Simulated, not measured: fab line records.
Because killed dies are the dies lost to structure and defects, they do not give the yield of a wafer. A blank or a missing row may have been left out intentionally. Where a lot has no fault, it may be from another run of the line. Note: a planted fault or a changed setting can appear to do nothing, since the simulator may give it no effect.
fab line records	flow nand-harc	part 1 of 2: steps 1 to 4 of 6
record lots=21	wafers=63	last-day=25
route steps=1159 shown A_STAIRCASE@689 A_SGD_CUT@761
lots with no fault: from the same line, run without faults
start-h: start of the lot's first displayed wafer, in hours after the record's first day	wait-h: hours since the lot's step before	" same as the row above	L1.1+2: several wafers, shown together as one row	- value missing, or start not given	* or withheld: withheld	< > ~ a bound
route shown NAME@n: a module of which the file shows steps, and the number in the route of the first	usual: mean/standard deviation taken from wafers without a fault	same: alike in all rows	chamber/n: place in a boat	sites: readings site by site	_std_site: their standard deviation	_edge_site: the outer-site mean with the inner-site mean subtracted	radius-mm: how far each site lies from the wafer's centre	mask NAME#n: copy n	behind: the tool/chamber that last shaped the wafer	hold: cause of the lot's hold/its duration in hours/its outcome	device: the transistor (n, p or np) that didn't switch	end of line: at the end of the route, the tests of the same wafers	for a step that has no rows: nothing shown but its recipe	killed: the dies lost at the first sort to structure and to defects; this is not the yield of the wafer	map: per-die view of a wafer (x killed, . not killed, _ where there is no die)
set.NAME: the setting that was run; set.NAME@STEP: the one run at that earlier step	model.NAME: the simulator's own value behind a step, which no gauge read
one table for each step of the route and one row for each wafer, over a sample of lots
services: the hour from which a tool's chamber was out of use, counted from the record's first day as start-h (under 0 if before that day), plus the number of hours and why
## steps
# step NHARC_A_STAIRCASE_HM_OPEN_463
# recipe o2-flow-sccm=400	cos-flow-sccm=20	ar-flow-sccm=0	rf-w=500	bias-w=300	chemistry=O2/COS
# usual cos-flow-sccm=19.99/0.066	drypump-motor-current-A=5.8/0.62	oes-product-au=1.003/0.013	rf-vpp-V=466/3.2	showerhead-plenum-p-Torr=3.08/0.14	throttle-valve-pct=28.331/0.009
lot.wafer	tool	chamber	start-h	wait-h	cos-flow-sccm	drypump-motor-current-A	oes-product-au	rf-hours-counter-h	rf-vpp-V	showerhead-plenum-p-Torr	throttle-valve-pct
L074.4	rie-diel-07	2	-	-	19.99	6.8	0.984	8	467	3.08	28.317
L074.2	"	0	"	"	19.92	5.3	1.012	6	464	2.92	28.315
L074.3	"	1	"	"	20.10	6.3	1.012	7	470	3.23	28.338
L075.3	rie-diel-07	0	-	-	19.94	5.3	1.014	13	462	2.92	28.323
L075.1	"	1	"	"	19.95	6.3	1.011	13	468	3.22	28.335
L075.4	"	1	"	"	20.02	6.4	1.014	-	469	3.22	28.331
L077.1	rie-diel-11	1	-	-	20.02	5.1	0.998	30	464	2.96	28.321
L077.3	"	2	"	"	20.12	5.1	0.996	23	465	3.00	28.340
L077.5	"	3	"	"	19.87	5.5	1.002	-	463	2.98	28.329
L076.1	rie-diel-01	1	-	-	19.92	5.2	1.022	49	468	3.18	28.352
L076.3	"	2	"	"	20.08	5.7	1.020	51	463	3.01	28.338
L076.6	"	3	"	"	20.01	4.9	1.015	-	465	3.02	28.330
L080.2	rie-diel-07	2	-	-	20.05	6.8	0.992	14	466	3.08	28.330
L080.6	"	0	"	"	20.02	5.3	1.009	-	462	2.91	28.336
L080.5	"	1	"	"	20.00	6.4	1.003	-	467	3.22	28.310
L082.2	rie-diel-01	3	-	-	19.90	4.9	1.003	55	466	3.02	28.327
L082.1	"	0	"	"	20.06	6.6	1.006	54	463	2.93	28.305
L082.6	"	2	"	"	20.01	5.7	1.020	-	463	3.00	28.343
L081.2	rie-diel-11	0	-	-	19.89	6.0	0.986	41	467	3.19	28.341
L081.5	"	0	"	"	19.97	6.0	0.982	-	468	3.19	28.335
L081.6	"	1	"	"	20.10	5.1	0.998	-	463	2.95	28.346
L083.3	rie-diel-07	1	-	-	20.05	6.4	1.016	27	469	3.22	28.345
L083.4	"	2	"	"	19.88	6.7	0.999	22	467	3.08	28.316
L083.5	"	0	"	"	20.06	5.3	1.026	-	464	2.91	28.334
L084.1	rie-diel-11	2	-	-	19.91	5.1	0.994	44	465	3.00	28.330
L084.5	"	3	"	"	19.95	5.5	1.020	-	463	2.97	28.321
L084.6	"	0	"	"	20.00	6.1	0.976	-	469	3.18	28.334
L085.3	rie-diel-01	0	-	-	19.99	6.6	1.005	0	463	2.93	28.334
L085.4	"	1	"	"	20.04	5.2	1.007	0	469	3.18	28.329
L085.2	"	2	"	"	20.03	5.7	1.008	0	464	3.00	28.329
L086.4	rie-diel-07	3	-	-	19.96	5.4	0.980	37	473	3.33	28.327
L086.3	"	0	"	"	19.94	5.3	1.023	35	464	2.91	28.323
L086.6	"	3	"	"	20.01	5.4	0.987	-	471	3.33	28.333
L087.2	rie-diel-11	3	-	-	19.91	5.5	1.010	58	463	2.97	28.322
L087.4	"	1	"	"	20.01	5.1	0.999	60	463	2.94	28.343
L087.3	"	2	"	"	20.00	5.1	1.000	57	465	2.99	28.342
L089.3	rie-diel-01	1	-	-	20.03	5.2	1.001	11	470	3.17	28.328
L089.4	"	2	"	"	20.03	5.7	1.013	8	464	3.00	28.327
L089.5	"	0	"	"	20.03	6.6	0.996	-	463	2.92	28.329
L088.2	rie-diel-07	1	-	-	19.95	6.4	0.996	38	469	3.21	28.337
L088.5	"	3	"	"	20.00	5.4	0.992	-	471	3.32	28.340
L088.6	"	0	"	"	20.09	5.3	1.024	-	462	2.91	28.331
L090.1	rie-diel-01	2	-	-	19.97	5.7	1.014	15	463	2.99	28.319
L090.4	"	0	"	"	19.93	6.6	1.008	18	463	2.92	28.326
L090.3	"	1	"	"	20.00	5.2	1.008	18	468	3.17	28.317
L091.3	rie-diel-07	3	-	-	20.03	5.4	0.991	50	471	3.32	28.324
L091.4	"	0	"	"	20.09	5.3	1.014	48	463	2.90	28.334
L091.2	"	1	"	"	20.07	6.3	1.005	47	468	3.21	28.322
L093.2	rie-diel-07	2	-	-	19.95	6.7	0.983	44	466	3.06	28.319
L093.4	"	3	"	"	20.04	5.4	0.992	51	473	3.32	28.329
L093.5	"	2	"	"	20.02	6.7	0.976	-	467	3.06	28.335
L094.1	rie-diel-07	0	-	-	19.90	5.3	1.011	52	464	2.90	28.330
L094.3	"	1	"	"	19.95	6.4	1.006	51	469	3.20	28.334
L094.5	"	2	"	"	19.96	6.8	0.996	-	466	3.06	28.339
L095.2	rie-diel-01	0	-	-	19.94	6.6	1.005	24	461	2.92	28.335
L095.4	"	3	"	"	20.10	4.9	0.991	24	463	3.00	28.337
L095.6	"	0	"	"	19.90	6.6	1.007	-	463	2.92	28.331
L096.1	rie-diel-07	1	-	-	19.96	6.4	0.999	51	469	3.20	28.340
L096.3	"	0	"	"	20.03	5.3	1.018	52	462	2.90	28.324
L096.5	"	1	"	"	19.93	6.4	0.992	-	469	3.20	28.339
L097.2	rie-diel-07	0	-	-	20.03	5.3	1.022	53	462	2.90	28.349
L097.3	"	1	"	"	19.97	6.4	1.007	52	469	3.20	28.344
L097.4	"	3	"	"	20.03	5.4	0.994	56	471	3.32	28.331
# step NHARC_A_STAIRCASE_STRIP_316
# recipe o2-flow-sccm=500	ar-flow-sccm=0	bias-w=0	chemistry=O2
# usual drypump-motor-current-A=5.7/0.61	oes-product-au=1.004/0.013	rf-vpp-V=57.6/0.92	showerhead-plenum-p-Torr=3.48/0.16	throttle-valve-pct=17.037/0.0092
lot.wafer	tool	chamber	start-h	wait-h	drypump-motor-current-A	oes-product-au	rf-hours-counter-h	rf-vpp-V	showerhead-plenum-p-Torr	throttle-valve-pct
L074.2	rie-diel-07	0	-	-	5.3	1.017	7	58.4	3.30	17.036
L074.4	"	2	"	"	6.8	0.995	8	56.9	3.48	17.038
L074.3	"	3	"	"	5.4	1.004	7	58.9	3.77	17.043
L077.3	rie-diel-11	3	-	-	5.5	1.004	28	56.0	3.37	17.030
L077.1	"	0	"	"	6.0	0.970	29	58.7	3.61	17.034
L077.5	"	3	"	"	5.5	1.007	-	55.7	3.37	17.022
L075.1	rie-diel-07	3	-	-	5.4	1.004	16	58.4	3.77	17.032
L075.3	"	0	"	"	5.3	0.995	15	57.4	3.30	17.040
L075.4	"	3	"	"	5.4	1.004	-	58.0	3.77	17.048
L076.1	rie-diel-01	1	-	-	5.3	1.020	49	57.9	3.60	17.043
L076.3	"	0	"	"	6.6	1.009	45	55.9	3.32	17.021
L076.6	"	1	"	"	5.3	1.019	-	57.3	3.60	17.046
L080.2	rie-diel-07	1	-	-	6.4	1.009	20	58.1	3.64	17.034
L080.6	"	3	"	"	5.4	1.000	-	57.0	3.77	17.040
L080.5	"	0	"	"	5.3	1.020	-	57.5	3.30	17.031
L082.2	rie-diel-01	1	-	-	5.2	1.018	59	56.9	3.59	17.042
L082.1	"	3	"	"	4.9	1.004	55	58.1	3.41	17.037
L082.6	"	1	"	"	5.2	1.022	-	57.8	3.59	17.030
L081.2	rie-diel-11	2	-	-	5.1	1.001	38	57.8	3.39	17.025
L081.5	"	0	"	"	6.0	0.990	-	58.3	3.60	17.045
L081.6	"	1	"	"	5.1	1.005	-	58.5	3.34	17.049
L083.4	rie-diel-07	1	-	-	6.4	0.999	28	56.7	3.63	17.031
L083.3	"	0	"	"	5.4	1.010	29	57.4	3.29	17.039
L083.5	"	1	"	"	6.4	1.002	-	57.7	3.63	17.050
L084.1	rie-diel-11	3	-	-	5.5	1.027	47	58.0	3.36	17.037
L084.5	"	2	"	"	5.1	0.991	-	58.4	3.39	17.037
L084.6	"	3	"	"	5.4	1.020	-	58.0	3.36	17.023
L085.3	rie-diel-01	1	-	-	5.3	1.003	1	58.6	3.59	17.030
L085.2	"	3	"	"	4.9	1.002	0	57.9	3.41	17.045
L085.4	"	0	"	"	6.6	0.999	1	58.5	3.31	17.029
L086.3	rie-diel-07	2	-	-	6.7	0.984	31	56.1	3.47	17.038
L086.4	"	3	"	"	5.4	0.973	38	58.4	3.76	17.030
L086.6	"	1	"	"	6.4	0.996	-	59.6	3.63	17.027
L087.2	rie-diel-11	3	-	-	5.5	1.011	58	58.2	3.36	17.035
L087.3	"	0	"	"	6.0	0.973	56	56.3	3.59	17.023
L087.4	"	2	"	"	5.1	0.997	57	57.0	3.38	17.039
L089.3	rie-diel-01	3	-	-	4.9	0.995	12	55.6	3.40	17.035
L089.4	"	1	"	"	5.2	1.007	11	59.4	3.58	17.044
L089.5	"	3	"	"	4.9	0.995	-	57.3	3.40	17.033
L088.2	rie-diel-07	0	-	-	5.3	1.020	39	57.6	3.29	17.043
L088.6	"	1	"	"	6.3	0.991	-	58.4	3.63	17.020
L088.5	"	2	"	"	6.8	0.981	-	57.3	3.47	17.046
L090.3	rie-diel-01	2	-	-	5.7	1.011	16	56.1	3.38	17.049
L090.4	"	3	"	"	4.9	0.998	19	57.6	3.40	17.037
L090.1	"	0	"	"	6.6	1.013	18	56.8	3.30	17.040
L091.2	rie-diel-07	0	-	-	5.3	1.021	48	58.0	3.28	17.045
L091.4	"	1	"	"	6.4	0.999	47	58.5	3.62	17.034
L091.3	"	2	"	"	6.8	0.996	44	56.7	3.46	17.038
L093.4	rie-diel-07	1	-	-	6.3	0.988	48	57.8	3.62	17.043
L093.2	"	2	"	"	6.7	0.983	45	57.9	3.46	17.030
L093.5	"	3	"	"	5.4	0.992	-	57.8	3.75	17.047
L094.1	rie-diel-07	0	-	-	5.3	1.013	52	56.1	3.28	17.030
L094.3	"	2	"	"	6.8	0.985	48	59.0	3.46	17.051
L094.5	"	1	"	"	6.4	1.000	-	58.5	3.62	17.028
L095.4	rie-diel-01	2	-	-	5.7	1.010	22	55.9	3.38	17.027
L095.2	"	1	"	"	5.3	0.999	24	59.1	3.58	17.045
L095.6	"	2	"	"	5.7	1.017	-	57.0	3.38	17.043
L096.3	rie-diel-07	0	-	-	5.3	1.017	52	58.1	3.28	17.038
L096.1	"	2	"	"	6.8	0.992	48	56.2	3.46	17.029
L096.5	"	0	"	"	5.3	1.023	-	57.4	3.28	17.043
L097.3	rie-diel-07	3	-	-	5.4	1.003	56	57.6	3.75	17.035
L097.2	"	0	"	"	5.3	1.015	53	56.7	3.28	17.046
L097.4	"	2	"	"	6.8	0.996	50	57.3	3.46	17.035
# step NHARC_A_STAIRCASE_DEP_325
# recipe target-thk-a=38000	temp-c=400	target-thk-nm=3800	teos-flow-sccm=200	rf-w=500	material=SiO2
# usual heater-power-w=627/94
lot.wafer	tool	chamber	start-h	wait-h	heater-power-w
L074.3	pecvd-01	0	283.43	0.1	635
L074.2	"	2	"	"	624
L074.4	"	1	"	"	511
L076.3	pecvd-04	1	305.17	0.1	742
L076.1	"	0	"	"	782
L076.6	"	1	"	"	757
L077.1	pecvd-01	2	305.37	0.3	672
L077.3	"	0	"	"	614
L077.5	"	1	"	"	525
L075.3	pecvd-04	1	305.75	0.6	852
L075.1	"	2	"	"	572
L075.4	"	2	"	"	518
L080.2	pecvd-01	1	315.10	0.2	641
L080.6	"	0	"	"	536
L080.5	"	2	"	"	563
L082.1	pecvd-04	2	342.43	0.2	581
L082.2	"	0	"	"	720
L082.6	"	2	"	"	512
L081.2	pecvd-03	0	342.52	0.3	660
L081.5	"	2	"	"	523
L081.6	"	0	"	"	562
L083.3	pecvd-01	2	352.65	0.1	669
L083.5	"	2	"	"	554
L083.4	"	1	"	"	538
L084.1	pecvd-03	0	352.84	0.3	678
L084.5	"	1	"	"	669
L084.6	"	0	"	"	544
L085.2	pecvd-04	0	359.29	0.2	747
L085.3	"	1	"	"	900
L085.4	"	2	"	"	510
L087.2	pecvd-01	2	379.64	0.1	639
L087.3	"	0	"	"	596
L087.4	"	2	"	"	560
L086.3	pecvd-03	1	379.87	0.3	806
L086.6	"	1	"	"	674
L086.4	"	2	"	"	520
L089.3	pecvd-01	1	386.08	0.2	656
L089.4	"	0	"	"	551
L089.5	"	2	"	"	571
L088.2	pecvd-03	2	386.22	0.3	588
L088.5	"	1	"	"	681
L088.6	"	0	"	"	554
L091.2	pecvd-04	2	404.31	0.4	609
L091.3	"	0	"	"	753
L091.4	"	0	"	"	632
L090.3	pecvd-01	1	404.43	0.5	583
L090.1	"	2	"	"	612
L090.4	"	1	"	"	526
L093.2	pecvd-01	2	413.14	0.1	656
L093.5	"	2	"	"	574
L093.4	"	1	"	"	526
L096.1	pecvd-03	0	417.42	0.2	641
L096.3	"	2	"	"	650
L096.5	"	0	"	"	561
L095.2	pecvd-04	2	417.46	0.3	583
L095.4	"	0	"	"	618
L095.6	"	2	"	"	504
L094.1	pecvd-01	2	417.48	0.3	622
L094.3	"	0	"	"	594
L094.5	"	1	"	"	501
L097.3	pecvd-04	1	417.84	0.6	855
L097.2	"	0	"	"	736
L097.4	"	2	"	"	481
# step NHARC_A_STAIRCASE_ETCHBACK_422
# recipe target-depth-a=400	over-etch-frac=0.3	time-s=74.286	ion-energy-ev=120	ch3f-flow-sccm=50	o2-flow-sccm=30	ar-flow-sccm=200	rf-w=500	bias-w=100	chemistry=CH3F/O2
# usual drypump-motor-current-A=5.7/0.61	oes-product-au=0.97/0.039	rf-vpp-V=243.8/1.8	showerhead-plenum-p-Torr=2.42/0.11	throttle-valve-pct=20.663/0.009
# same over-etch-frac=0.3
lot.wafer	tool	chamber	start-h	wait-h	drypump-motor-current-A	oes-product-au	rf-hours-counter-h	rf-vpp-V	showerhead-plenum-p-Torr	throttle-valve-pct
L074.2	rie-diel-01	2	295.46	0.1	5.7	0.94	56	244.2	2.36	20.656
L074.4	"	3	"	"	4.9	0.93	52	242.8	2.38	20.655
L074.3	"	0	"	"	6.6	0.93	51	243.8	2.31	20.687
L077.3	rie-diel-07	3	321.18	0.4	5.4	0.93	30	245.4	2.63	20.658
L077.1	"	0	"	"	5.3	0.93	29	242.3	2.29	20.658
L077.5	"	1	"	"	6.3	0.93	-	245.3	2.54	20.673
L075.4	rie-diel-07	3	321.28	0.4	5.4	1.01	30	246.5	2.63	20.664
L075.1	"	0	"	"	5.3	1.01	29	240.3	2.29	20.655
L075.3	"	1	"	"	6.4	1.00	28	244.4	2.53	20.661
L076.1	rie-diel-11	0	322.40	0.1	6.0	0.99	45	245.8	2.51	20.647
L076.3	"	2	"	"	5.1	0.99	45	242.6	2.36	20.662
L076.6	"	0	"	"	6.0	0.97	-	246.0	2.51	20.649
L080.2	rie-diel-07	1	326.61	0.2	6.3	1.00	29	245.5	2.53	20.659
L080.6	"	1	"	"	6.3	0.99	-	244.6	2.53	20.665
L080.5	"	2	"	"	6.8	0.99	-	243.6	2.42	20.676
L082.2	rie-diel-11	2	354.62	0.1	5.1	0.92	60	243.8	2.35	20.658
L082.1	"	3	"	"	5.5	0.93	60	242.1	2.33	20.658
L082.6	"	3	"	"	5.4	0.94	-	242.5	2.33	20.660
L081.2	rie-diel-01	1	354.68	0.2	5.2	0.99	11	246.5	2.50	20.678
L081.5	"	2	"	"	5.7	1.01	-	243.0	2.36	20.668
L081.6	"	3	"	"	4.9	0.98	-	242.1	2.37	20.653
L083.4	rie-diel-11	1	366.51	0.1	5.1	0.94	69	241.9	2.31	20.662
L083.3	"	0	"	"	6.0	0.91	64	246.5	2.50	20.660
L083.5	"	2	"	"	5.1	0.92	-	243.9	2.35	20.668
L084.1	rie-diel-11	3	366.84	0.2	5.5	1.01	67	240.8	2.33	20.653
L084.6	"	0	"	"	6.0	0.97	-	245.7	2.50	20.659
L084.5	"	1	"	"	5.1	1.01	-	242.5	2.31	20.657
L085.4	rie-diel-07	1	371.94	0.1	6.4	0.99	45	245.2	2.53	20.663
L085.2	"	2	"	"	6.8	1.00	42	244.2	2.41	20.659
L085.3	"	0	"	"	5.3	1.02	47	242.2	2.28	20.643
L086.3	rie-diel-11	1	393.26	0.1	5.1	0.99	6	242.2	2.31	20.683
L086.4	"	3	"	"	5.5	1.02	4	243.3	2.33	20.653
L086.6	"	2	"	"	5.1	1.00	-	243.4	2.35	20.655
L087.3	rie-diel-07	3	393.55	0.1	5.4	0.92	58	246.9	2.62	20.668
L087.4	"	0	"	"	5.3	0.94	54	240.4	2.28	20.672
L087.2	"	2	"	"	6.7	0.92	51	242.5	2.41	20.661
L088.2	rie-diel-07	0	397.41	0.2	5.3	0.95	56	241.5	2.28	20.661
L088.5	"	2	"	"	6.8	0.92	-	243.2	2.41	20.660
L088.6	"	3	"	"	5.4	0.92	-	246.3	2.61	20.674
L089.4	rie-diel-07	1	397.67	0.2	6.4	1.01	56	245.7	2.52	20.668
L089.3	"	3	"	"	5.4	1.00	60	245.8	2.61	20.666
L089.5	"	1	"	"	6.4	1.01	-	243.6	2.52	20.674
L091.3	rie-diel-01	3	418.21	0.1	4.9	0.93	38	242.1	2.36	20.655
L091.2	"	0	"	"	6.6	0.92	37	241.1	2.29	20.662
L091.4	"	1	"	"	5.3	0.93	34	245.3	2.49	20.663
L090.3	rie-diel-11	1	418.69	0.3	5.1	1.00	14	240.9	2.31	20.666
L090.1	"	2	"	"	5.1	1.00	13	242.2	2.34	20.670
L090.4	"	0	"	"	6.0	1.01	14	244.3	2.49	20.649
L093.2	rie-diel-01	1	427.60	0.1	5.2	0.93	39	244.2	2.49	20.655
L093.4	"	2	"	"	5.7	0.93	34	242.8	2.35	20.669
L093.5	"	1	"	"	5.2	0.94	-	245.6	2.49	20.663
L095.2	rie-diel-07	0	427.74	0.1	5.3	1.01	6	248.0	2.66	20.662
L095.4	"	3	"	"	5.4	0.99	8	244.5	2.61	20.659
L095.6	"	1	"	"	6.3	1.01	-	243.9	2.52	20.662
L096.3	rie-diel-07	0	428.31	0.1	5.3	1.02	6	247.5	2.66	20.653
L096.1	"	3	"	"	5.4	0.99	8	247.6	2.61	20.672
L096.5	"	1	"	"	6.4	1.01	-	245.7	2.52	20.665
L097.2	rie-diel-01	1	429.33	0.1	5.2	0.92	39	244.7	2.49	20.658
L097.4	"	2	"	"	5.7	0.93	35	242.6	2.35	20.686
L097.3	"	3	"	"	4.9	0.91	43	242.5	2.36	20.677
L094.3	rie-diel-01	0	429.47	0.1	6.6	0.91	42	242.6	2.29	20.665
L094.1	"	3	"	"	4.9	0.92	43	242.3	2.36	20.663
L094.5	"	1	"	"	5.2	0.92	-	245.0	2.49	20.656
